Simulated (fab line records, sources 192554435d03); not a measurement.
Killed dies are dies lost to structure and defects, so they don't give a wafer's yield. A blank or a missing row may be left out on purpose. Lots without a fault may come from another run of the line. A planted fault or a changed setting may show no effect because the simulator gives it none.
Which tool did it? | flow n5_finfet | 24 lots, 72 wafers sampled, at 6 steps of a route of 1938

WHAT THE GAUGES READ, wafer by wafer
N5_BEOL_M3_CD_MEAS_18: pitch 36 nm, target cd 18 nm. Usual: cd_nm 18.0 nm, standard deviation 0.36.
lot  | measured     | on        | cd_nm (nm)     | flag
L074 | day 6 23:48  | cd_sem-01 | 18.0 18.6 18.3 |
L075 | day 7 08:38  | cd_sem-01 | 18.3 17.7 18.4 |
L076 | day 7 11:34  | cd_sem-02 | 18.1 18.1 18.0 |
L077 | day 7 21:24  | cd_sem-03 | 17.3 18.1 17.8 |
L078 | day 8 02:59  | cd_sem-03 | 17.8 17.7 17.4 |
L079 | day 8 10:30  | cd_sem-02 | 17.8 17.7 18.0 |
L080 | day 8 21:16  | cd_sem-02 | 18.1 18.2 17.9 |
L082 | day 8 22:17  | cd_sem-03 | 17.5 18.1 17.6 |
L083 | day 8 23:23  | cd_sem-03 | 18.3 17.7 17.6 |
L081 | day 9 02:19  | cd_sem-01 | 18.2 18.2 18.3 |
L084 | day 9 12:53  | cd_sem-03 | 18.2 18.3 18.1 |
L085 | day 9 13:26  | cd_sem-03 | 17.7 17.7 17.8 |
L086 | day 10 13:49 | cd_sem-01 | 18.0 17.8 19.2 |
L088 | day 10 15:34 | cd_sem-01 | 18.5 17.8 17.7 |
L087 | day 10 16:43 | cd_sem-02 | 17.8 17.5 18.1 |
L089 | day 10 17:49 | cd_sem-03 | 18.3 17.6 18.2 |
L090 | day 10 18:42 | cd_sem-02 | 17.7 17.7 17.6 |
L091 | day 10 20:02 | cd_sem-01 | 17.7 18.2 17.9 |
L092 | day 11 08:32 | cd_sem-03 | 17.9 17.8 18.2 |
L093 | day 11 17:30 | cd_sem-02 | 18.3 17.7 17.6 |
L095 | day 12 11:56 | cd_sem-01 | 18.1 17.1 18.5 |
L094 | day 12 13:44 | cd_sem-02 | 18.4 18.7 18.0 |
L096 | day 12 16:21 | cd_sem-01 | 17.4 17.2 18.2 |
L097 | day 12 20:20 | cd_sem-01 | 18.4 18.6 18.4 |

WHICH TOOL RAN EACH LOT (tool, then ch and the chambers of the sampled wafers, then the start)
lot  | N5_BEOL_M2_SPUTTER_81        | N5_BEOL_M2_ANNEAL_87         | N5_BEOL_M3_PECVD_72             | N5_BEOL_M3_STRIP_66                | N5_BEOL_M3_STRIP_19
L074 | pvd_sputter-01, day 6 20:08  | pvd_sputter-01, day 6 20:26  | pecvd-03 ch 0,2, day 6 22:40    | rie_diel-04 ch 0,1, day 6 23:34    | rie_diel-04 ch 0,1,3, day 6 23:44
L075 | pvd_sputter-03, day 7 03:09  | pvd_sputter-03, day 7 03:27  | pecvd-02 ch 0,2, day 7 05:41    | rie_diel-04 ch 0,2,3, day 7 08:25  | rie_diel-04 ch 1,2,3, day 7 08:34
L076 | pvd_sputter-03, day 7 06:55  | pvd_sputter-03, day 7 07:13  | pecvd-02 ch 0,1,2, day 7 09:43  | rie_diel-06 ch 0,1,2, day 7 11:19  | rie_diel-06 ch 0,3, day 7 11:29
L077 | pvd_sputter-03, day 7 17:03  | pvd_sputter-03, day 7 17:21  | pecvd-04 ch 0,1,2, day 7 19:35  | rie_diel-03 ch 0,1,2, day 7 21:11  | rie_diel-04 ch 1,2, day 7 21:20
L078 | pvd_sputter-01, day 7 22:07  | pvd_sputter-01, day 7 22:25  | pecvd-03 ch 0,2, day 8 00:40    | rie_diel-03 ch 1,2,3, day 8 02:45  | rie_diel-06 ch 1,2,3, day 8 02:55
L079 | pvd_sputter-01, day 8 05:12  | pvd_sputter-01, day 8 05:30  | pecvd-02 ch 1,2, day 8 08:14    | rie_diel-04 ch 0,1,2, day 8 10:17  | rie_diel-06 ch 0,1,3, day 8 10:26
L080 | pvd_sputter-01, day 8 17:07  | pvd_sputter-01, day 8 17:25  | pecvd-03 ch 1,2, day 8 19:41    | rie_diel-06 ch 0,2, day 8 21:03    | rie_diel-04 ch 2,3, day 8 21:12
L082 | pvd_sputter-02, day 8 17:53  | pvd_sputter-02, day 8 18:11  | pecvd-03 ch 0,1,2, day 8 20:31  | rie_diel-03 ch 1,2,3, day 8 21:58  | rie_diel-03 ch 1,2,3, day 8 22:12
L083 | pvd_sputter-01, day 8 18:58  | pvd_sputter-01, day 8 19:16  | pecvd-02 ch 1,2, day 8 21:53    | rie_diel-04 ch 0,2,3, day 8 23:02  | rie_diel-03 ch 1,2, day 8 23:19
L081 | pvd_sputter-03, day 8 19:43  | pvd_sputter-03, day 8 20:01  | pecvd-04 ch 0,1,2, day 8 23:06  | rie_diel-03 ch 0,2,3, day 9 02:05  | rie_diel-06 ch 0,1,3, day 9 02:14
L084 | pvd_sputter-03, day 9 06:58  | pvd_sputter-03, day 9 07:16  | pecvd-02 ch 1,2, day 9 09:34    | rie_diel-04 ch 0,2, day 9 12:34    | rie_diel-03 ch 0,2,3, day 9 12:49
L085 | pvd_sputter-01, day 9 07:15  | pvd_sputter-01, day 9 07:33  | pecvd-02 ch 0,1,2, day 9 09:50  | rie_diel-06 ch 0,1,3, day 9 13:05  | rie_diel-06 ch 1,2, day 9 13:22
L086 | pvd_sputter-03, day 10 08:37 | pvd_sputter-03, day 10 08:55 | pecvd-02 ch 0,1,2, day 10 11:34 | rie_diel-06 ch 0,1,2, day 10 13:35 | rie_diel-06 ch 2,3, day 10 13:44
L088 | pvd_sputter-02, day 10 11:23 | pvd_sputter-02, day 10 11:41 | pecvd-02 ch 0,1, day 10 13:57   | rie_diel-04 ch 0,1,3, day 10 15:20 | rie_diel-03 ch 0,2,3, day 10 15:29
L087 | pvd_sputter-01, day 10 12:05 | pvd_sputter-01, day 10 12:23 | pecvd-04 ch 0,1,2, day 10 14:56 | rie_diel-06 ch 0,3, day 10 16:28   | rie_diel-03 ch 0,3, day 10 16:38
L089 | pvd_sputter-03, day 10 13:36 | pvd_sputter-03, day 10 13:54 | pecvd-04 ch 0,1,2, day 10 16:10 | rie_diel-03 ch 0,2,3, day 10 17:35 | rie_diel-06 ch 0,2, day 10 17:45
L090 | pvd_sputter-02, day 10 14:53 | pvd_sputter-02, day 10 15:11 | pecvd-03 ch 0,2, day 10 17:26   | rie_diel-03 ch 0,2, day 10 18:29   | rie_diel-03 ch 1,2,3, day 10 18:38
L091 | pvd_sputter-01, day 10 16:03 | pvd_sputter-01, day 10 16:21 | pecvd-03 ch 0,1,2, day 10 18:42 | rie_diel-04 ch 0,1,2, day 10 19:49 | rie_diel-03 ch 0,2,3, day 10 19:58
L092 | pvd_sputter-03, day 11 03:49 | pvd_sputter-03, day 11 04:07 | pecvd-04 ch 0,1, day 11 06:31   | rie_diel-04 ch 0,1,3, day 11 08:14 | rie_diel-06 ch 1,2,3, day 11 08:28
L093 | pvd_sputter-02, day 11 10:08 | pvd_sputter-02, day 11 10:26 | pecvd-04 ch 0,1,2, day 11 12:41 | rie_diel-03 ch 0,1,3, day 11 17:15 | rie_diel-03 ch 0,1,3, day 11 17:27
L095 | pvd_sputter-02, day 12 07:31 | pvd_sputter-02, day 12 07:49 | pecvd-03 ch 0,1,2, day 12 10:03 | rie_diel-03 ch 0,1, day 12 11:29   | rie_diel-06 ch 0,1,2, day 12 11:52
L094 | pvd_sputter-01, day 12 08:48 | pvd_sputter-01, day 12 09:06 | pecvd-04 ch 0,1, day 12 11:33   | rie_diel-03 ch 0,1,3, day 12 13:08 | rie_diel-03 ch 0,2,3, day 12 13:39
L096 | pvd_sputter-03, day 12 11:17 | pvd_sputter-03, day 12 11:35 | pecvd-02 ch 0,2, day 12 14:38   | rie_diel-03 ch 0,1,2, day 12 16:07 | rie_diel-03 ch 0,1,3, day 12 16:17
L097 | pvd_sputter-03, day 12 13:33 | pvd_sputter-03, day 12 13:51 | pecvd-03 ch 1,2, day 12 16:05   | rie_diel-06 ch 0,1,2, day 12 20:07 | rie_diel-04 ch 0,2, day 12 20:16
- N5_BEOL_M2_SPUTTER_81: material Cu, target thk 4.5 nm, time 8.29 s.
- N5_BEOL_M2_ANNEAL_87: time 240 s.
- N5_BEOL_M3_PECVD_72: deposits SiO2 from TEOS/O2, target thk 16 nm, time 18 s.
- N5_BEOL_M3_STRIP_66: strips in CF4.
- N5_BEOL_M3_STRIP_19: strips in O2.

WHAT THE TOOLS THEMSELVES READ (means of the sampled wafers that have a number; where no wafer has one, the mark that the record gives instead)
N5_BEOL_M2_SPUTTER_81. Usual: throttle_valve_pct 30.0 %, standard deviation 1.
lot  | tool           | throttle_valve_pct (%) | flag
L074 | pvd_sputter-01 | 29.4                   |
L075 | pvd_sputter-03 | 29.4                   |
L076 | pvd_sputter-03 | 29.5                   |
L077 | pvd_sputter-03 | 28.9                   |
L078 | pvd_sputter-01 | 30.0                   |
L079 | pvd_sputter-01 | 31.1                   |
L080 | pvd_sputter-01 | 31.4                   |
L082 | pvd_sputter-02 | 30.6                   |
L083 | pvd_sputter-01 | 30.3                   |
L081 | pvd_sputter-03 | 29.4                   |
L084 | pvd_sputter-03 | 29.5                   |
L085 | pvd_sputter-01 | 30.0                   |
L086 | pvd_sputter-03 | 29.5                   |
L088 | pvd_sputter-02 | 30.4                   |
L087 | pvd_sputter-01 | 30.8                   |
L089 | pvd_sputter-03 | 29.6                   |
L090 | pvd_sputter-02 | 30.1                   |
L091 | pvd_sputter-01 | 31.0                   |
L092 | pvd_sputter-03 | 29.2                   |
L093 | pvd_sputter-02 | 30.0                   |
L095 | pvd_sputter-02 | 30.9                   |
L094 | pvd_sputter-01 | 30.2                   |
L096 | pvd_sputter-03 | 29.7                   |
L097 | pvd_sputter-03 | 29.4                   |

N5_BEOL_M2_ANNEAL_87. Usual: heater_power_w 802 W, standard deviation 73.
lot  | tool           | heater_power_w (W) | flag
L074 | pvd_sputter-01 | 850                |
L075 | pvd_sputter-03 | 787                |
L076 | pvd_sputter-03 | 790                |
L077 | pvd_sputter-03 | 786                |
L078 | pvd_sputter-01 | 858                |
L079 | pvd_sputter-01 | 817                |
L080 | pvd_sputter-01 | 816                |
L082 | pvd_sputter-02 | 776                |
L083 | pvd_sputter-01 | 808                |
L081 | pvd_sputter-03 | 763                |
L084 | pvd_sputter-03 | 755                |
L085 | pvd_sputter-01 | 796                |
L086 | pvd_sputter-03 | 801                |
L088 | pvd_sputter-02 | 869                |
L087 | pvd_sputter-01 | 855                |
L089 | pvd_sputter-03 | 766                |
L090 | pvd_sputter-02 | 941                |
L091 | pvd_sputter-01 | 805                |
L092 | pvd_sputter-03 | 782                |
L093 | pvd_sputter-02 | 781                |
L095 | pvd_sputter-02 | 833                |
L094 | pvd_sputter-01 | 784                |
L096 | pvd_sputter-03 | 776                |
L097 | pvd_sputter-03 | 795                |

N5_BEOL_M3_PECVD_72. Usual: heater_power_w 799 W, standard deviation 110; rf_fwd_power_W 444.1 W, standard deviation 2.1; showerhead_plenum_p_Torr 8.80 Torr, standard deviation 0.07; throttle_valve_pct 22.5 %, standard deviation 0.8.
lot  | tool     | heater_power_w (W) | rf_fwd_power_W (W) | showerhead_plenum_p_Torr (Torr) | throttle_valve_pct (%) | flag
L074 | pecvd-03 | 741                | 445.1              | 8.80                            | 22.1                   |
L075 | pecvd-02 | 654                | 445.0              | 8.84                            | 22.6                   |
L076 | pecvd-02 | 705                | 443.3              | 8.86                            | 22.7                   |
L077 | pecvd-04 | 886                | 445.0              | 8.79                            | 22.5                   |
L078 | pecvd-03 | 715                | 443.8              | 8.76                            | 22.3                   |
L079 | pecvd-02 | 771                | 445.6              | 8.85                            | 23.1                   |
L080 | pecvd-03 | 833                | 444.1              | 8.72                            | 22.7                   |
L082 | pecvd-03 | 829                | 442.2              | 8.77                            | 22.6                   |
L083 | pecvd-02 | 688                | 442.3              | 8.83                            | 22.8                   |
L081 | pecvd-04 | 851                | 444.5              | 8.79                            | 22.5                   |
L084 | pecvd-02 | 850                | 443.9              | 8.83                            | 23.1                   |
L085 | pecvd-02 | 704                | 443.8              | 8.85                            | 22.8                   |
L086 | pecvd-02 | 727                | 444.3              | 8.85                            | 22.9                   |
L088 | pecvd-02 | 830                | 444.0              | 8.85                            | 23.0                   |
L087 | pecvd-04 | 880                | 444.9              | 8.78                            | 22.3                   |
L089 | pecvd-04 | 820                | 444.8              | 8.78                            | 22.6                   |
L090 | pecvd-03 | 741                | 445.1              | 8.79                            | 21.8                   |
L091 | pecvd-03 | 845                | 443.8              | 8.75                            | 22.1                   |
L092 | pecvd-04 | 796                | 443.4              | 8.70                            | 22.9                   |
L093 | pecvd-04 | 844                | 445.0              | 8.78                            | 22.5                   |
L095 | pecvd-03 | 830                | 444.0              | 8.76                            | 22.2                   |
L094 | pecvd-04 | 895                | 445.0              | 8.70                            | 23.0                   |
L096 | pecvd-02 | 727                | 443.7              | 8.86                            | 22.6                   |
L097 | pecvd-03 | 843                | 441.5              | 8.73                            | 22.3                   |

N5_BEOL_M3_STRIP_66. Usual: drypump_motor_current_A 5.7 A, standard deviation 0.55; oes_product_au 0.83 a.u., standard deviation 0.084; rf_fwd_power_W 292.6 W, standard deviation 0.91; rf_vpp_V 272.2 V, standard deviation 1.6; showerhead_plenum_p_Torr 1.84 Torr, standard deviation 0.055; throttle_valve_pct 13.44 %, standard deviation 0.26.
lot  | tool        | drypump_motor_current_A (A) | oes_product_au (a.u.) | rf_fwd_power_W (W) | rf_vpp_V (V) | showerhead_plenum_p_Torr (Torr) | throttle_valve_pct (%) | flag
L074 | rie_diel-04 | 5.3                         | 0.75                  | 292.6              | 272.7        | 1.83                            | 13.48                  |
L075 | rie_diel-04 | 5.8                         | 0.89                  | 291.8              | 272.1        | 1.85                            | 13.32                  |
L076 | rie_diel-06 | 6.1                         | 0.84                  | 293.4              | 271.0        | 1.82                            | 13.36                  |
L077 | rie_diel-03 | 5.5                         | 0.80                  | 292.1              | 271.4        | 1.83                            | 13.59                  |
L078 | rie_diel-03 | 5.6                         | 0.78                  | 292.0              | 272.4        | 1.82                            | 13.66                  |
L079 | rie_diel-04 | 5.5                         | 0.81                  | 292.7              | 271.3        | 1.85                            | 13.44                  |
L080 | rie_diel-06 | 5.8                         | 0.90                  | 292.1              | 270.6        | 1.80                            | 13.17                  |
L082 | rie_diel-03 | 5.6                         | 0.77                  | 292.0              | 271.8        | 1.82                            | 13.68                  |
L083 | rie_diel-04 | 5.8                         | 0.87                  | 292.8              | 272.7        | 1.84                            | 13.36                  |
L081 | rie_diel-03 | 5.7                         | 0.84                  | 293.0              | 272.2        | 1.84                            | 13.53                  |
L084 | rie_diel-04 | 6.1                         | 0.85                  | 292.1              | 272.1        | 1.84                            | 13.51                  |
L085 | rie_diel-06 | 6.2                         | 0.78                  | 292.9              | 271.8        | 1.82                            | 13.55                  |
L086 | rie_diel-06 | 6.1                         | 0.81                  | 292.5              | 271.2        | 1.81                            | 13.40                  |
L088 | rie_diel-04 | 5.5                         | 0.86                  | 292.5              | 272.0        | 1.82                            | 13.24                  |
L087 | rie_diel-06 | 5.9                         | 0.83                  | 293.1              | 272.4        | 1.81                            | 13.34                  |
L089 | rie_diel-03 | 5.7                         | 0.82                  | 292.0              | 271.6        | 1.84                            | 13.55                  |
L090 | rie_diel-03 | 5.6                         | 0.83                  | 293.0              | 272.8        | 1.84                            | 13.47                  |
L091 | rie_diel-04 | 5.5                         | 0.87                  | 293.3              | 272.0        | 1.85                            | 13.29                  |
L092 | rie_diel-04 | 5.5                         | 0.86                  | 293.0              | 271.7        | 1.82                            | 13.26                  |
L093 | rie_diel-03 | 5.8                         | 0.82                  | 292.7              | 273.2        | 1.88                            | 13.50                  |
L095 | rie_diel-03 | 5.7                         | 0.83                  | 291.6              | 274.2        | 1.88                            | 13.45                  |
L094 | rie_diel-03 | 5.8                         | 0.81                  | 292.2              | 273.5        | 1.88                            | 13.52                  |
L096 | rie_diel-03 | 5.4                         | 0.84                  | 294.0              | 273.3        | 1.89                            | 13.47                  |
L097 | rie_diel-06 | 6.0                         | 0.79                  | 292.4              | 271.3        | 1.80                            | 13.45                  |

N5_BEOL_M3_STRIP_19. Usual: drypump_motor_current_A 5.8 A, standard deviation 0.54; oes_product_au 0.83 a.u., standard deviation 0.098; rf_vpp_V 3.7 V, standard deviation 0.44; showerhead_plenum_p_Torr 2.15 Torr, standard deviation 0.074; throttle_valve_pct 16.57 %, standard deviation 0.25.
lot  | tool        | drypump_motor_current_A (A) | oes_product_au (a.u.) | rf_vpp_V (V) | showerhead_plenum_p_Torr (Torr) | throttle_valve_pct (%) | flag
L074 | rie_diel-04 | 5.5                         | 0.85                  | 3.4          | 2.15                            | 16.50                  |
L075 | rie_diel-04 | 5.2                         | 0.84                  | 3.6          | 2.17                            | 16.38                  |
L076 | rie_diel-06 | 5.9                         | 0.88                  | 3.5          | 2.15                            | 16.53                  |
L077 | rie_diel-04 | 4.9                         | 0.77                  | 3.7          | 2.18                            | 16.49                  |
L078 | rie_diel-06 | 6.1                         | 0.80                  | 3.7          | 2.10                            | 16.51                  |
L079 | rie_diel-06 | 6.2                         | 0.78                  | 3.9          | 2.14                            | 16.63                  |
L080 | rie_diel-04 | 5.4                         | 0.90                  | 3.6          | 2.20                            | 16.37                  |
L082 | rie_diel-03 | 5.6                         | 0.78                  | 3.9          | 2.14                            | 16.79                  |
L083 | rie_diel-03 | 5.3                         | 0.72                  | 3.9          | 2.12                            | 16.86                  |
L081 | rie_diel-06 | 6.2                         | 0.79                  | 3.6          | 2.14                            | 16.65                  |
L084 | rie_diel-03 | 5.7                         | 0.84                  | 3.8          | 2.15                            | 16.62                  |
L085 | rie_diel-06 | 5.9                         | 0.82                  | 3.2          | 2.09                            | 16.39                  |
L086 | rie_diel-06 | 5.6                         | 0.84                  | 3.5          | 2.07                            | 16.32                  |
L088 | rie_diel-03 | 5.7                         | 0.83                  | 3.9          | 2.15                            | 16.64                  |
L087 | rie_diel-03 | 6.0                         | 0.92                  | 3.2          | 2.22                            | 16.44                  |
L089 | rie_diel-06 | 5.6                         | 0.88                  | 3.5          | 2.09                            | 16.33                  |
L090 | rie_diel-03 | 5.6                         | 0.77                  | 3.1          | 2.13                            | 16.81                  |
L091 | rie_diel-03 | 5.7                         | 0.83                  | 4.0          | 2.15                            | 16.64                  |
L092 | rie_diel-06 | 6.1                         | 0.76                  | 3.9          | 2.10                            | 16.54                  |
L093 | rie_diel-03 | 5.8                         | 0.83                  | 4.1          | 2.21                            | 16.61                  |
L095 | rie_diel-06 | 6.0                         | 0.79                  | 3.8          | 2.12                            | 16.56                  |
L094 | rie_diel-03 | 5.7                         | 0.91                  | 3.3          | 2.23                            | 16.50                  |
L096 | rie_diel-03 | 5.8                         | 0.82                  | 3.8          | 2.21                            | 16.64                  |
L097 | rie_diel-04 | 5.7                         | 0.84                  | 4.0          | 2.19                            | 16.64                  |

THE ANSWER, worked out from the rows above alone
Rule: a lot is off if the mean of its wafers that have a number lies more than 3 standard deviations from the usual mean. A lot without any number at a reading at which 4 lots or more have one is off too. The other lots that the step has rows for count as sound. The gauges are gone through in route order, then the tools' own readings, and for those a lot's mean is taken as printed above. The first step at which some lot is off is used, and at that step the reading that is off furthest; a lot without a number counts as furthest.
No lot is off at any reading shown: from this, nothing can be told.

WHAT THE SIMULATOR HAD PUT IN
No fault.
